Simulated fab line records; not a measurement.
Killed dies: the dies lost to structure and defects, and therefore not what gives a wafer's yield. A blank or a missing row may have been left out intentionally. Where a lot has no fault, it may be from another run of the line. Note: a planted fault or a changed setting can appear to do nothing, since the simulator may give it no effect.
fab line records || flow n5_finfet
[record] {"lots": 7, "wafers": 21}
route steps=1938 shown BEOL_M15@1800
start_h: hours from the record's opening day to when the first of the lot's shown wafers began || wait_h: hours from the lot's prior step to this one || " repeats the value in the row above || L1.1+2: several wafers, shown together as one row || - no value present, or no start provided || * or withheld: withheld || < > ~ a bound
route shown NAME@n: names a module that has steps shown in the file, with the first one's number in the route || usual: mean and standard deviation over wafers with no fault || same: alike in all rows || chamber/n: place in a boat || sites: per-site readings || _std_site: the standard deviation of these || _edge_site: mean of outer sites minus mean of inner sites || radius_mm: for every site, how far away it sits from the centre of the wafer || mask NAME#n: copy n || behind: the most recent tool/chamber to have shaped the wafer || hold: what put the lot on hold/how long, in hours/how the hold closed || device: whichever transistor did not switch (one of n, p or np) || end of line: tests run on the same wafers once the route is complete || where a step has no rows: the recipe by itself || killed: not the wafer's yield, but the dies lost to structure and defects at the first sort || map: a wafer's dies, marking killed ones x, the rest . and places with no die _
set.NAME: setting as actually run; set.NAME@STEP: the setting as run at that earlier step || model.NAME: the simulator's own value behind a step, which no gauge read
lots with deliberately changed settings; one table per step, one row per wafer
[[steps]]
[step N5_BEOL_M15_EXPOSE_25]
[recipe] {"mask_id": "M15", "na": 0.8, "source_shape": "annular", "sigma_inner": 0.5, "sigma_outer": 0.8, "polarization": "unpolarized", "target_cd_nm": 400, "dose_mj": 35.5}
{"lot.wafer": "L077.2", "tool": "krf_scanner-01", "chamber": 0, "start_h": 282.72, "wait_h": "-", "mask": "M15#0", "set.dose_mj": 35.5}
{"lot.wafer": "L077.4+6", "tool": "krf_scanner-01", "chamber": 0, "start_h": 282.72, "wait_h": "-", "mask": "M15#0", "set.dose_mj": 33.51}
{"lot.wafer": "L075.1+4", "tool": "krf_scanner-02", "chamber": 0, "start_h": 287.70, "wait_h": "-", "mask": "M15#0", "set.dose_mj": 35.5}
{"lot.wafer": "L075.3", "tool": "krf_scanner-02", "chamber": 0, "start_h": 287.70, "wait_h": "-", "mask": "M15#0", "set.dose_mj": 34.03}
{"lot.wafer": "L084.1", "tool": "krf_scanner-01", "chamber": 0, "start_h": 373.76, "wait_h": "-", "mask": "M15#0", "set.dose_mj": 35.5}
{"lot.wafer": "L084.2+3", "tool": "krf_scanner-01", "chamber": 0, "start_h": 373.76, "wait_h": "-", "mask": "M15#0", "set.dose_mj": 37.6}
{"lot.wafer": "L089.1", "tool": "krf_scanner-02", "chamber": 0, "start_h": 379.12, "wait_h": "-", "mask": "M15#0", "set.dose_mj": 33.22}
{"lot.wafer": "L089.5+6", "tool": "krf_scanner-02", "chamber": 0, "start_h": 379.12, "wait_h": "-", "mask": "M15#0", "set.dose_mj": 35.5}
{"lot.wafer": "L088.2+3+6", "tool": "krf_scanner-02", "chamber": 0, "start_h": 388.15, "wait_h": "-", "mask": "M15#0", "set.dose_mj": 35.5}
{"lot.wafer": "L092.1+3", "tool": "krf_scanner-01", "chamber": 0, "start_h": 416.50, "wait_h": "-", "mask": "M15#0", "set.dose_mj": 38.16}
{"lot.wafer": "L092.2", "tool": "krf_scanner-01", "chamber": 0, "start_h": 416.50, "wait_h": "-", "mask": "M15#0", "set.dose_mj": 35.5}
{"lot.wafer": "L091.1", "tool": "krf_scanner-01", "chamber": 0, "start_h": 424.52, "wait_h": "-", "mask": "M15#0", "set.dose_mj": 37.89}
{"lot.wafer": "L091.2+3", "tool": "krf_scanner-01", "chamber": 0, "start_h": 424.52, "wait_h": "-", "mask": "M15#0", "set.dose_mj": 35.5}
[step N5_BEOL_M15_PEB_26]
[recipe] {"peb_temp_c": 130, "peb_time_s": 90}
[step N5_BEOL_M15_DEVELOP_27]
[recipe] {"develop_time_s": 45, "rinse_liquid": "diw", "dry": "air_spin", "dev_temp_c": 21}
[step N5_BEOL_M15_HARDBAKE_32]
[recipe] {"temp_c": 130, "time_s": 120}
[step N5_BEOL_M15_CD_MEAS_28]
[recipe] {"target_cd_nm": 407.6, "landing_energy_ev": 500, "detector": "se_inlens"}
[usual] {"cd_nm": "408.0/1.5"}
{"lot.wafer": "L077.2", "tool": "cd_sem-03", "chamber": 0, "start_h": 282.89, "wait_h": "-", "set.dose_mj@BEOL_M15_EXPOSE_25": 35.5, "cd_nm": 407.8}
{"lot.wafer": "L077.4", "tool": "cd_sem-03", "chamber": 0, "start_h": 282.89, "wait_h": "-", "set.dose_mj@BEOL_M15_EXPOSE_25": 33.51, "cd_nm": 398.8}
{"lot.wafer": "L077.6", "tool": "cd_sem-03", "chamber": 0, "start_h": 282.89, "wait_h": "-", "set.dose_mj@BEOL_M15_EXPOSE_25": 33.51, "cd_nm": 399.1}
{"lot.wafer": "L075.1", "tool": "cd_sem-03", "chamber": 0, "start_h": 287.87, "wait_h": "-", "set.dose_mj@BEOL_M15_EXPOSE_25": 35.5, "cd_nm": 406.6}
{"lot.wafer": "L075.3", "tool": "cd_sem-03", "chamber": 0, "start_h": 287.87, "wait_h": "-", "set.dose_mj@BEOL_M15_EXPOSE_25": 34.03, "cd_nm": 398.5}
{"lot.wafer": "L075.4", "tool": "cd_sem-03", "chamber": 0, "start_h": 287.87, "wait_h": "-", "set.dose_mj@BEOL_M15_EXPOSE_25": 35.5, "cd_nm": 404.8}
{"lot.wafer": "L084.1", "tool": "cd_sem-02", "chamber": 0, "start_h": 373.93, "wait_h": "-", "set.dose_mj@BEOL_M15_EXPOSE_25": 35.5, "cd_nm": 410.8}
{"lot.wafer": "L084.2", "tool": "cd_sem-02", "chamber": 0, "start_h": 373.93, "wait_h": "-", "set.dose_mj@BEOL_M15_EXPOSE_25": 37.6, "cd_nm": 419.7}
{"lot.wafer": "L084.3", "tool": "cd_sem-02", "chamber": 0, "start_h": 373.93, "wait_h": "-", "set.dose_mj@BEOL_M15_EXPOSE_25": 37.6, "cd_nm": 420.0}
{"lot.wafer": "L089.1", "tool": "cd_sem-02", "chamber": 0, "start_h": 379.29, "wait_h": "-", "set.dose_mj@BEOL_M15_EXPOSE_25": 33.22, "cd_nm": 400.3}
{"lot.wafer": "L089.5", "tool": "cd_sem-02", "chamber": 0, "start_h": 379.29, "wait_h": "-", "set.dose_mj@BEOL_M15_EXPOSE_25": 35.5, "cd_nm": 409.3}
{"lot.wafer": "L089.6", "tool": "cd_sem-02", "chamber": 0, "start_h": 379.29, "wait_h": "-", "set.dose_mj@BEOL_M15_EXPOSE_25": 35.5, "cd_nm": 409.6}
{"lot.wafer": "L088.2", "tool": "cd_sem-02", "chamber": 0, "start_h": 388.32, "wait_h": "-", "set.dose_mj@BEOL_M15_EXPOSE_25": 35.5, "cd_nm": 406.4}
{"lot.wafer": "L088.3", "tool": "cd_sem-02", "chamber": 0, "start_h": 388.32, "wait_h": "-", "set.dose_mj@BEOL_M15_EXPOSE_25": 35.5, "cd_nm": 406.3}
{"lot.wafer": "L088.6", "tool": "cd_sem-02", "chamber": 0, "start_h": 388.32, "wait_h": "-", "set.dose_mj@BEOL_M15_EXPOSE_25": 35.5, "cd_nm": 407.9}
{"lot.wafer": "L092.1", "tool": "cd_sem-01", "chamber": 0, "start_h": 416.68, "wait_h": "-", "set.dose_mj@BEOL_M15_EXPOSE_25": 38.16, "cd_nm": 418.6}
{"lot.wafer": "L092.2", "tool": "cd_sem-01", "chamber": 0, "start_h": 416.68, "wait_h": "-", "set.dose_mj@BEOL_M15_EXPOSE_25": 35.5, "cd_nm": 408.6}
{"lot.wafer": "L092.3", "tool": "cd_sem-01", "chamber": 0, "start_h": 416.68, "wait_h": "-", "set.dose_mj@BEOL_M15_EXPOSE_25": 38.16, "cd_nm": 421.5}
{"lot.wafer": "L091.1", "tool": "cd_sem-02", "chamber": 0, "start_h": 424.70, "wait_h": "-", "set.dose_mj@BEOL_M15_EXPOSE_25": 37.89, "cd_nm": 419.3}
{"lot.wafer": "L091.2", "tool": "cd_sem-02", "chamber": 0, "start_h": 424.70, "wait_h": "-", "set.dose_mj@BEOL_M15_EXPOSE_25": 35.5, "cd_nm": 407.8}
{"lot.wafer": "L091.3", "tool": "cd_sem-02", "chamber": 0, "start_h": 424.70, "wait_h": "-", "set.dose_mj@BEOL_M15_EXPOSE_25": 35.5, "cd_nm": 409.3}
[step N5_BEOL_M15_DESCUM_33]
[recipe] {"chemistry": "O2", "time_s": 7.9, "source_power_w": 50, "bias_power_w": 20, "pressure_mtorr": 20, "rf_frequency_hz": 2.712e+07, "temp_c": 40, "o2_flow_sccm": 225}
{"lot.wafer": "L077.2", "tool": "rie_diel-03", "chamber": 0, "start_h": 282.98, "wait_h": 0.0, "set.dose_mj@BEOL_M15_EXPOSE_25": 35.5, "model.BEOL_M15.cd_nm": 407.6}
{"lot.wafer": "L077.4", "tool": "rie_diel-03", "chamber": 2, "start_h": 282.98, "wait_h": 0.0, "set.dose_mj@BEOL_M15_EXPOSE_25": 33.51, "model.BEOL_M15.cd_nm": 398.6}
{"lot.wafer": "L077.6", "tool": "rie_diel-03", "chamber": 3, "start_h": 282.98, "wait_h": 0.0, "set.dose_mj@BEOL_M15_EXPOSE_25": 33.51, "model.BEOL_M15.cd_nm": 399}
{"lot.wafer": "L075.1", "tool": "rie_diel-06", "chamber": 1, "start_h": 287.96, "wait_h": 0.0, "set.dose_mj@BEOL_M15_EXPOSE_25": 35.5, "model.BEOL_M15.cd_nm": 406.6}
{"lot.wafer": "L075.3", "tool": "rie_diel-06", "chamber": 3, "start_h": 287.96, "wait_h": 0.0, "set.dose_mj@BEOL_M15_EXPOSE_25": 34.03, "model.BEOL_M15.cd_nm": 398.4}
{"lot.wafer": "L075.4", "tool": "rie_diel-06", "chamber": 2, "start_h": 287.96, "wait_h": 0.0, "set.dose_mj@BEOL_M15_EXPOSE_25": 35.5, "model.BEOL_M15.cd_nm": 405.2}
{"lot.wafer": "L084.1", "tool": "rie_diel-03", "chamber": 3, "start_h": 374.02, "wait_h": 0.0, "set.dose_mj@BEOL_M15_EXPOSE_25": 35.5, "model.BEOL_M15.cd_nm": 410.8}
{"lot.wafer": "L084.2", "tool": "rie_diel-03", "chamber": 2, "start_h": 374.02, "wait_h": 0.0, "set.dose_mj@BEOL_M15_EXPOSE_25": 37.6, "model.BEOL_M15.cd_nm": 419.4}
{"lot.wafer": "L084.3", "tool": "rie_diel-03", "chamber": 1, "start_h": 374.02, "wait_h": 0.0, "set.dose_mj@BEOL_M15_EXPOSE_25": 37.6, "model.BEOL_M15.cd_nm": 420}
{"lot.wafer": "L089.1", "tool": "rie_diel-03", "chamber": 3, "start_h": 379.46, "wait_h": 0.1, "set.dose_mj@BEOL_M15_EXPOSE_25": 33.22, "model.BEOL_M15.cd_nm": 400.4}
{"lot.wafer": "L089.5", "tool": "rie_diel-03", "chamber": 3, "start_h": 379.46, "wait_h": 0.1, "set.dose_mj@BEOL_M15_EXPOSE_25": 35.5, "model.BEOL_M15.cd_nm": 409}
{"lot.wafer": "L089.6", "tool": "rie_diel-03", "chamber": 2, "start_h": 379.46, "wait_h": 0.1, "set.dose_mj@BEOL_M15_EXPOSE_25": 35.5, "model.BEOL_M15.cd_nm": 409.4}
{"lot.wafer": "L088.2", "tool": "rie_diel-02", "chamber": 2, "start_h": 388.94, "wait_h": 0.6, "set.dose_mj@BEOL_M15_EXPOSE_25": 35.5, "model.BEOL_M15.cd_nm": 406.8}
{"lot.wafer": "L088.3", "tool": "rie_diel-02", "chamber": 0, "start_h": 388.94, "wait_h": 0.6, "set.dose_mj@BEOL_M15_EXPOSE_25": 35.5, "model.BEOL_M15.cd_nm": 406.4}
{"lot.wafer": "L088.6", "tool": "rie_diel-02", "chamber": 1, "start_h": 388.94, "wait_h": 0.6, "set.dose_mj@BEOL_M15_EXPOSE_25": 35.5, "model.BEOL_M15.cd_nm": 407.8}
{"lot.wafer": "L092.1", "tool": "rie_diel-02", "chamber": 2, "start_h": 416.93, "wait_h": 0.2, "set.dose_mj@BEOL_M15_EXPOSE_25": 38.16, "model.BEOL_M15.cd_nm": 418.6}
{"lot.wafer": "L092.2", "tool": "rie_diel-02", "chamber": 0, "start_h": 416.93, "wait_h": 0.2, "set.dose_mj@BEOL_M15_EXPOSE_25": 35.5, "model.BEOL_M15.cd_nm": 408.4}
{"lot.wafer": "L092.3", "tool": "rie_diel-02", "chamber": 1, "start_h": 416.93, "wait_h": 0.2, "set.dose_mj@BEOL_M15_EXPOSE_25": 38.16, "model.BEOL_M15.cd_nm": 421.2}
{"lot.wafer": "L091.1", "tool": "rie_diel-06", "chamber": 0, "start_h": 424.79, "wait_h": 0.0, "set.dose_mj@BEOL_M15_EXPOSE_25": 37.89, "model.BEOL_M15.cd_nm": 419.2}
{"lot.wafer": "L091.2", "tool": "rie_diel-06", "chamber": 1, "start_h": 424.79, "wait_h": 0.0, "set.dose_mj@BEOL_M15_EXPOSE_25": 35.5, "model.BEOL_M15.cd_nm": 407.8}
{"lot.wafer": "L091.3", "tool": "rie_diel-06", "chamber": 3, "start_h": 424.79, "wait_h": 0.0, "set.dose_mj@BEOL_M15_EXPOSE_25": 35.5, "model.BEOL_M15.cd_nm": 409.4}
[[key]]
[split] {"step": "N5_BEOL_M15_EXPOSE_25", "setting": "dose_mj", "stated": 35.5, "by": "wafer"}
[response] {"step": "N5_BEOL_M15_CD_MEAS_28", "reading": "cd_nm", "change": "+1.55", "per": "1%", "r": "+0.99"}
[response] {"step": "N5_BEOL_M15_DESCUM_33", "reading": "model.BEOL_M15.cd_nm", "change": "+1.53", "per": "1%", "r": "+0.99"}
